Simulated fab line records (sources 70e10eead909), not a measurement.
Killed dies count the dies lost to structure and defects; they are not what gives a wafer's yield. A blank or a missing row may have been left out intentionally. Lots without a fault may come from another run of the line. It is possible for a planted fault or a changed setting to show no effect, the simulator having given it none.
Which tool was responsible? || flow nand_harc || 12 lots with 36 wafers sampled at 6 steps, on a route of 1159 steps

WHAT THE GAUGES SHOWED, per wafer
NHARC_A_M1_CD_MEAS_09: target cd 120 nm. Usual: 120.0 nm for cd_nm, sd 0.49.
{"lot": "L753", "measured": "day 18 01:19", "on": "cd_sem-03", "cd_nm (nm)": "119.7 120.5 120.7", "flag": ""}
{"lot": "L755", "measured": "day 18 03:29", "on": "cd_sem-03", "cd_nm (nm)": "120.1 120.4 120.2", "flag": ""}
{"lot": "L756", "measured": "day 18 09:18", "on": "cd_sem-02", "cd_nm (nm)": "120.4 120.0 120.3", "flag": ""}
{"lot": "L761", "measured": "day 20 03:18", "on": "cd_sem-02", "cd_nm (nm)": "120.5 119.9 120.2", "flag": ""}
{"lot": "L763", "measured": "day 21 10:44", "on": "cd_sem-03", "cd_nm (nm)": "120.6 120.1 120.8", "flag": ""}
{"lot": "L766", "measured": "day 21 11:26", "on": "cd_sem-02", "cd_nm (nm)": "120.7 119.8 119.3", "flag": ""}
{"lot": "L767", "measured": "day 22 01:36", "on": "cd_sem-01", "cd_nm (nm)": "120.6 119.6 120.5", "flag": ""}
{"lot": "L770", "measured": "day 22 09:13", "on": "cd_sem-03", "cd_nm (nm)": "119.9 120.2 120.8", "flag": ""}
{"lot": "L769", "measured": "day 23 04:18", "on": "cd_sem-02", "cd_nm (nm)": "88.8 89.5 89.2", "flag": "OFF"}
{"lot": "L774", "measured": "day 23 05:11", "on": "cd_sem-01", "cd_nm (nm)": "89.0 88.5 89.3", "flag": "OFF"}
{"lot": "L775", "measured": "day 23 07:25", "on": "cd_sem-01", "cd_nm (nm)": "120.2 119.6 120.1", "flag": ""}
{"lot": "L773", "measured": "day 23 10:47", "on": "cd_sem-03", "cd_nm (nm)": "120.0 119.4 119.5", "flag": ""}

NHARC_A_M1_OVL_MEAS_10: pitch 240 nm. Usual: overlay_x_nm 0.1 nm, standard deviation 0.77; overlay_y_nm 0.0 nm, standard deviation 0.95.
{"lot": "L753", "measured": "day 18 01:25", "on": "overlay-02", "overlay_x_nm (nm)": "-0.6 -0.9 -0.7", "overlay_y_nm (nm)": "-1.1 -1.3 -0.6", "flag": ""}
{"lot": "L755", "measured": "day 18 03:34", "on": "overlay-01", "overlay_x_nm (nm)": "0.2 -0.2 -0.3", "overlay_y_nm (nm)": "1.3 1.0 0.9", "flag": ""}
{"lot": "L756", "measured": "day 18 09:23", "on": "overlay-02", "overlay_x_nm (nm)": "-0.1 0.4 -0.2", "overlay_y_nm (nm)": "1.1 0.9 0.2", "flag": ""}
{"lot": "L761", "measured": "day 20 03:23", "on": "overlay-02", "overlay_x_nm (nm)": "-0.3 0.7 0.1", "overlay_y_nm (nm)": "-0.5 -0.1 -0.4", "flag": ""}
{"lot": "L763", "measured": "day 21 10:50", "on": "overlay-01", "overlay_x_nm (nm)": "1.3 1.5 0.9", "overlay_y_nm (nm)": "-1.1 -1.1 -0.8", "flag": ""}
{"lot": "L766", "measured": "day 21 11:31", "on": "overlay-01", "overlay_x_nm (nm)": "-0.1 0.5 0.3", "overlay_y_nm (nm)": "0.3 0.3 1.1", "flag": ""}
{"lot": "L767", "measured": "day 22 01:42", "on": "overlay-02", "overlay_x_nm (nm)": "1.4 1.0 1.4", "overlay_y_nm (nm)": "0.4 0.9 0.5", "flag": ""}
{"lot": "L770", "measured": "day 22 09:19", "on": "overlay-02", "overlay_x_nm (nm)": "0.8 1.7 1.1", "overlay_y_nm (nm)": "-0.6 -0.7 -0.5", "flag": ""}
{"lot": "L769", "measured": "day 23 04:23", "on": "overlay-01", "overlay_x_nm (nm)": "-0.2 -0.2 -0.9", "overlay_y_nm (nm)": "0.2 0.6 0.2", "flag": ""}
{"lot": "L774", "measured": "day 23 05:16", "on": "overlay-01", "overlay_x_nm (nm)": "0.8 -0.1 0.2", "overlay_y_nm (nm)": "0.4 0.7 0.6", "flag": ""}
{"lot": "L775", "measured": "day 23 07:31", "on": "overlay-01", "overlay_x_nm (nm)": "0.1 -0.4 0.0", "overlay_y_nm (nm)": "0.6 0.7 0.2", "flag": ""}
{"lot": "L773", "measured": "day 23 10:52", "on": "overlay-02", "overlay_x_nm (nm)": "0.2 0.5 -0.1", "overlay_y_nm (nm)": "-0.2 0.3 0.2", "flag": ""}

NHARC_END_SORT_01. Usual: defect_limited_yield 95.4 %, standard deviation 1.4; killed_at_array 27, standard deviation 10; killed_at_other 0.6, standard deviation 1; killed_at_periphery 3.4, standard deviation 2.7; killed_dies 31, standard deviation 9.7; killed_open 3.4, standard deviation 1.7; killed_short 2.2, standard deviation 1.5; sort_bin_2_pct 1.4 %, standard deviation 0.57; sort_bin_3_pct 0.25 %, standard deviation 0.23; sort_bin_4_pct 3.0 %, standard deviation 0.94; sort_n_pass 646, standard deviation 9.7; sort_rim_yield_pct 95.3 %, standard deviation 3; sort_yield_pct 95.4 %, standard deviation 1.4.
{"lot": "L761", "measured": "day 21 14:04", "on": "prober-02", "defect_limited_yield (%)": "94.7 95.3 95.3", "killed_at_array": "32 27 29", "killed_at_other": "2 1 2", "killed_at_periphery": "2 4 1", "killed_dies": "36 32 32", "killed_open": "3 1 5", "killed_short": "1 3 1", "sort_bin_2_pct (%)": "1.6 2.1 1.5", "sort_bin_3_pct (%)": "0 0.15 0.30", "sort_bin_4_pct (%)": "3.7 2.5 3.0", "sort_n_pass": "641 645 645", "sort_rim_yield_pct (%)": "93.4 98.1 97.2", "sort_yield_pct (%)": "94.7 95.3 95.3", "flag": ""}
{"lot": "L763", "measured": "day 22 22:17", "on": "prober-01", "defect_limited_yield (%)": "95.3 95.0 95.4", "killed_at_array": "29 34 31", "killed_at_other": "0 0 0", "killed_at_periphery": "3 0 0", "killed_dies": "32 34 31", "killed_open": "5 2 2", "killed_short": "1 3 0", "sort_bin_2_pct (%)": "1.9 1.3 1.0", "sort_bin_3_pct (%)": "0.30 0.59 0", "sort_bin_4_pct (%)": "2.5 3.1 3.5", "sort_n_pass": "645 643 646", "sort_rim_yield_pct (%)": "94.3 89.6 91.5", "sort_yield_pct (%)": "95.3 95.0 95.4", "flag": ""}
{"lot": "L766", "measured": "day 22 23:04", "on": "prober-02", "defect_limited_yield (%)": "95.1 96.6 94.2", "killed_at_array": "30 21 38", "killed_at_other": "1 0 0", "killed_at_periphery": "2 2 1", "killed_dies": "33 23 39", "killed_open": "4 2 7", "killed_short": "1 1 3", "sort_bin_2_pct (%)": "1.0 1.0 1.6", "sort_bin_3_pct (%)": "0.89 0.15 0.15", "sort_bin_4_pct (%)": "3.0 2.2 4.0", "sort_n_pass": "644 654 638", "sort_rim_yield_pct (%)": "93.4 91.5 96.2", "sort_yield_pct (%)": "95.1 96.6 94.2", "flag": ""}
{"lot": "L767", "measured": "day 23 13:26", "on": "prober-01", "defect_limited_yield (%)": "96.9 94.4 96.5", "killed_at_array": "19 35 22", "killed_at_other": "0 0 0", "killed_at_periphery": "2 3 2", "killed_dies": "21 38 24", "killed_open": "1 4 2", "killed_short": "1 0 2", "sort_bin_2_pct (%)": "1.2 1.8 1.0", "sort_bin_3_pct (%)": "0.15 0.30 0.15", "sort_bin_4_pct (%)": "1.8 3.5 2.4", "sort_n_pass": "656 639 653", "sort_rim_yield_pct (%)": "92.5 93.4 93.4", "sort_yield_pct (%)": "96.9 94.4 96.5", "flag": ""}
{"lot": "L769", "measured": "day 24 20:17", "on": "prober-01", "defect_limited_yield (%)": "0.6 0 1.2", "killed_at_array": "671 675 667", "killed_at_other": "0 1 0", "killed_at_periphery": "2 1 2", "killed_dies": "673 677 669", "killed_open": "5 1 2", "killed_short": "6 3 4", "sort_bin_2_pct (%)": "93.6 96.0 93.4", "sort_bin_3_pct (%)": "0.30 0.59 0.44", "sort_bin_4_pct (%)": "5.5 3.4 5.0", "sort_n_pass": "4 0 8", "sort_rim_yield_pct (%)": "1.9 0 5.7", "sort_yield_pct (%)": "0.6 0 1.2", "flag": "OFF"}
{"lot": "L774", "measured": "day 24 22:47", "on": "prober-02", "defect_limited_yield (%)": "0.7 0.1 1.6", "killed_at_array": "665 670 659", "killed_at_other": "1 2 1", "killed_at_periphery": "6 4 6", "killed_dies": "672 676 666", "killed_open": "4 6 5", "killed_short": "1 3 0", "sort_bin_2_pct (%)": "92.6 94.2 93.9", "sort_bin_3_pct (%)": "0.74 1.03 0.44", "sort_bin_4_pct (%)": "5.9 4.6 4.0", "sort_n_pass": "5 1 11", "sort_rim_yield_pct (%)": "4.7 0.9 7.5", "sort_yield_pct (%)": "0.7 0.1 1.6", "flag": "OFF"}

TOOL THAT RAN EACH LOT (tool first, then ch and the chambers of the sampled wafers, then the start)
{"lot": "L753", "NHARC_A_M0_PRE_CLEAN_29": "pvd_sputter-03, day 18 01:14 or earlier", "NHARC_A_M0_PVD_20": "pvd_sputter-03, day 18 01:14 or earlier", "NHARC_A_M1_PEB_07": "litho_track-06 ch 0, day 18 01:14"}
{"lot": "L755", "NHARC_A_M0_PRE_CLEAN_29": "pvd_sputter-02, day 18 03:24 or earlier", "NHARC_A_M0_PVD_20": "pvd_sputter-02, day 18 03:24 or earlier", "NHARC_A_M1_PEB_07": "litho_track-01 ch 0, day 18 03:24"}
{"lot": "L756", "NHARC_A_M0_PRE_CLEAN_29": "pvd_sputter-01, day 18 09:13 or earlier", "NHARC_A_M0_PVD_20": "pvd_sputter-01, day 18 09:13 or earlier", "NHARC_A_M1_PEB_07": "litho_track-06 ch 0, day 18 09:13"}
{"lot": "L761", "NHARC_A_M0_PRE_CLEAN_29": "pvd_sputter-03, day 20 03:13 or earlier", "NHARC_A_M0_PVD_20": "pvd_sputter-03, day 20 03:13 or earlier", "NHARC_A_M1_PEB_07": "litho_track-01 ch 0, day 20 03:13"}
{"lot": "L763", "NHARC_A_M0_PRE_CLEAN_29": "pvd_sputter-03, day 21 10:40 or earlier", "NHARC_A_M0_PVD_20": "pvd_sputter-03, day 21 10:40 or earlier", "NHARC_A_M1_PEB_07": "litho_track-01 ch 0, day 21 10:40"}
{"lot": "L766", "NHARC_A_M0_PRE_CLEAN_29": "pvd_sputter-01, day 21 11:21 or earlier", "NHARC_A_M0_PVD_20": "pvd_sputter-01, day 21 11:21 or earlier", "NHARC_A_M1_PEB_07": "litho_track-01 ch 0, day 21 11:21"}
{"lot": "L767", "NHARC_A_M0_PRE_CLEAN_29": "pvd_sputter-03, day 22 01:31 or earlier", "NHARC_A_M0_PVD_20": "pvd_sputter-03, day 22 01:31 or earlier", "NHARC_A_M1_PEB_07": "litho_track-01 ch 0, day 22 01:31"}
{"lot": "L770", "NHARC_A_M0_PRE_CLEAN_29": "pvd_sputter-01, day 22 09:08 or earlier", "NHARC_A_M0_PVD_20": "pvd_sputter-01, day 22 09:08 or earlier", "NHARC_A_M1_PEB_07": "litho_track-01 ch 0, day 22 09:08"}
{"lot": "L769", "NHARC_A_M0_PRE_CLEAN_29": "pvd_sputter-02, day 23 04:13 or earlier", "NHARC_A_M0_PVD_20": "pvd_sputter-02, day 23 04:13 or earlier", "NHARC_A_M1_PEB_07": "litho_track-06 ch 0, day 23 04:13"}
{"lot": "L774", "NHARC_A_M0_PRE_CLEAN_29": "pvd_sputter-02, day 23 05:06 or earlier", "NHARC_A_M0_PVD_20": "pvd_sputter-02, day 23 05:06 or earlier", "NHARC_A_M1_PEB_07": "litho_track-06 ch 0, day 23 05:06"}
{"lot": "L775", "NHARC_A_M0_PRE_CLEAN_29": "pvd_sputter-02, day 23 07:20 or earlier", "NHARC_A_M0_PVD_20": "pvd_sputter-02, day 23 07:20 or earlier", "NHARC_A_M1_PEB_07": "litho_track-04 ch 0, day 23 07:20"}
{"lot": "L773", "NHARC_A_M0_PRE_CLEAN_29": "pvd_sputter-01, day 23 10:42 or earlier", "NHARC_A_M0_PVD_20": "pvd_sputter-01, day 23 10:42 or earlier", "NHARC_A_M1_PEB_07": "litho_track-04 ch 0, day 23 10:42"}
- NHARC_A_M0_PRE_CLEAN_29: time 30 s.
- NHARC_A_M0_PVD_20: deposits TaN, target thk 5 nm, time 8.06 s.
- NHARC_A_M1_PEB_07: peb time 65 s.

AS READ BY THE TOOLS THEMSELVES (means over the sampled wafers that have a number; for cases with no such wafer, the mark the record gives instead)
NHARC_A_M0_PRE_CLEAN_29. Usual: heater_power_w 399 W, standard deviation 28; susceptor_temp_C 280.03 C, standard deviation 0.19.
{"lot": "L753", "tool": "pvd_sputter-03", "heater_power_w (W)": 402, "susceptor_temp_C (C)": "-", "flag": "OFF"}
{"lot": "L755", "tool": "pvd_sputter-02", "heater_power_w (W)": 392, "susceptor_temp_C (C)": 279.99, "flag": ""}
{"lot": "L756", "tool": "pvd_sputter-01", "heater_power_w (W)": 416, "susceptor_temp_C (C)": 280.01, "flag": ""}
{"lot": "L761", "tool": "pvd_sputter-03", "heater_power_w (W)": 406, "susceptor_temp_C (C)": 280.08, "flag": ""}
{"lot": "L763", "tool": "pvd_sputter-03", "heater_power_w (W)": 422, "susceptor_temp_C (C)": "-", "flag": "OFF"}
{"lot": "L766", "tool": "pvd_sputter-01", "heater_power_w (W)": 382, "susceptor_temp_C (C)": 279.90, "flag": ""}
{"lot": "L767", "tool": "pvd_sputter-03", "heater_power_w (W)": 416, "susceptor_temp_C (C)": "-", "flag": "OFF"}
{"lot": "L770", "tool": "pvd_sputter-01", "heater_power_w (W)": 438, "susceptor_temp_C (C)": 279.92, "flag": ""}
{"lot": "L769", "tool": "pvd_sputter-02", "heater_power_w (W)": 401, "susceptor_temp_C (C)": "-", "flag": "OFF"}
{"lot": "L774", "tool": "pvd_sputter-02", "heater_power_w (W)": 385, "susceptor_temp_C (C)": 280.10, "flag": ""}
{"lot": "L775", "tool": "pvd_sputter-02", "heater_power_w (W)": 399, "susceptor_temp_C (C)": "-", "flag": "OFF"}
{"lot": "L773", "tool": "pvd_sputter-01", "heater_power_w (W)": 413, "susceptor_temp_C (C)": 280.20, "flag": ""}

NHARC_A_M0_PVD_20. Usual: 29.8 % for throttle_valve_pct, sd 1.
{"lot": "L753", "tool": "pvd_sputter-03", "throttle_valve_pct (%)": 30.4, "flag": ""}
{"lot": "L755", "tool": "pvd_sputter-02", "throttle_valve_pct (%)": 30.0, "flag": ""}
{"lot": "L756", "tool": "pvd_sputter-01", "throttle_valve_pct (%)": 29.1, "flag": ""}
{"lot": "L761", "tool": "pvd_sputter-03", "throttle_valve_pct (%)": 29.2, "flag": ""}
{"lot": "L763", "tool": "pvd_sputter-03", "throttle_valve_pct (%)": 29.1, "flag": ""}
{"lot": "L766", "tool": "pvd_sputter-01", "throttle_valve_pct (%)": 29.6, "flag": ""}
{"lot": "L767", "tool": "pvd_sputter-03", "throttle_valve_pct (%)": 29.5, "flag": ""}
{"lot": "L770", "tool": "pvd_sputter-01", "throttle_valve_pct (%)": 29.9, "flag": ""}
{"lot": "L769", "tool": "pvd_sputter-02", "throttle_valve_pct (%)": 30.1, "flag": ""}
{"lot": "L774", "tool": "pvd_sputter-02", "throttle_valve_pct (%)": 30.3, "flag": ""}
{"lot": "L775", "tool": "pvd_sputter-02", "throttle_valve_pct (%)": 30.3, "flag": ""}
{"lot": "L773", "tool": "pvd_sputter-01", "throttle_valve_pct (%)": 28.8, "flag": ""}

NHARC_A_M1_PEB_07. Usual: heater_power_total_W 156.6 W, standard deviation 0.43; plate_temp_C 99.97 C, standard deviation 0.14.
{"lot": "L753", "tool": "litho_track-06", "heater_power_total_W (W)": 156.8, "plate_temp_C (C)": 99.89, "flag": ""}
{"lot": "L755", "tool": "litho_track-01", "heater_power_total_W (W)": 156.7, "plate_temp_C (C)": 100.12, "flag": ""}
{"lot": "L756", "tool": "litho_track-06", "heater_power_total_W (W)": 157.0, "plate_temp_C (C)": 100.01, "flag": ""}
{"lot": "L761", "tool": "litho_track-01", "heater_power_total_W (W)": 156.9, "plate_temp_C (C)": 99.78, "flag": ""}
{"lot": "L763", "tool": "litho_track-01", "heater_power_total_W (W)": 156.8, "plate_temp_C (C)": 100.03, "flag": ""}
{"lot": "L766", "tool": "litho_track-01", "heater_power_total_W (W)": 156.4, "plate_temp_C (C)": 99.91, "flag": ""}
{"lot": "L767", "tool": "litho_track-01", "heater_power_total_W (W)": 156.3, "plate_temp_C (C)": 99.98, "flag": ""}
{"lot": "L770", "tool": "litho_track-01", "heater_power_total_W (W)": 156.0, "plate_temp_C (C)": 100.08, "flag": ""}
{"lot": "L769", "tool": "litho_track-06", "heater_power_total_W (W)": 141.6, "plate_temp_C (C)": 92.74, "flag": "OFF"}
{"lot": "L774", "tool": "litho_track-06", "heater_power_total_W (W)": 141.1, "plate_temp_C (C)": 92.66, "flag": "OFF"}
{"lot": "L775", "tool": "litho_track-04", "heater_power_total_W (W)": 156.9, "plate_temp_C (C)": 99.85, "flag": ""}
{"lot": "L773", "tool": "litho_track-04", "heater_power_total_W (W)": 156.4, "plate_temp_C (C)": 100.08, "flag": ""}

THE ANSWER, worked out from the rows above alone
Rule: lot off if the mean of its wafers having a number is beyond 3 standard deviations from the usual mean. A lot without any number at a reading at which 4 lots or more have one is off too. All remaining lots with rows at the step are treated as sound. First the gauges in route order, then the tools' own readings, where a lot's mean is used as printed above. The first step at which some lot is off is used, and at that step the reading that is off furthest; a lot without a number counts as furthest.
Off at NHARC_A_M1_CD_MEAS_09 (cd_nm): L769, L774.
If a tool, at a process step before that reading, ran all the lots that are off and no sound lot after the first of them, it fits. Not tried: the gauges at NHARC_A_M1_CD_MEAS_09; whatever is off there is also off at NHARC_END_SORT_01, on other tools, and gauge error can't account for it. Because NHARC_A_M0_PRE_CLEAN_29 lacks a start for some lots, the hours and order of its lots are taken from NHARC_A_M1_PEB_07. Because NHARC_A_M0_PVD_20 lacks a start for some lots, the hours and order of its lots are taken from NHARC_A_M1_PEB_07. One fits: NHARC_A_M1_PEB_07 on litho_track-06. A fault onset in the window from L756 (day 18 09:13, its last sound lot) to L769 (day 23 04:13, its first lot off) fits.
The tool's own readings at NHARC_A_M1_PEB_07 bear it out: on the lots that are off they differ by more than 5 times the standard deviation of the sound lots' means. heater_power_total_W reads 141.3 W there against 156.6 W on the sound lots; plate_temp_C reads 92.70 C there against 99.97 C on the sound lots.

WHAT HAD BEEN PUT IN BY THE SIMULATOR
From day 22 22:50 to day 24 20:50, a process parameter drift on litho_track-06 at NHARC_A_M1_PEB_07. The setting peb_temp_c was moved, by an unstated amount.
Lots struck among those shown: L769, L774. Same finding as the rule above.
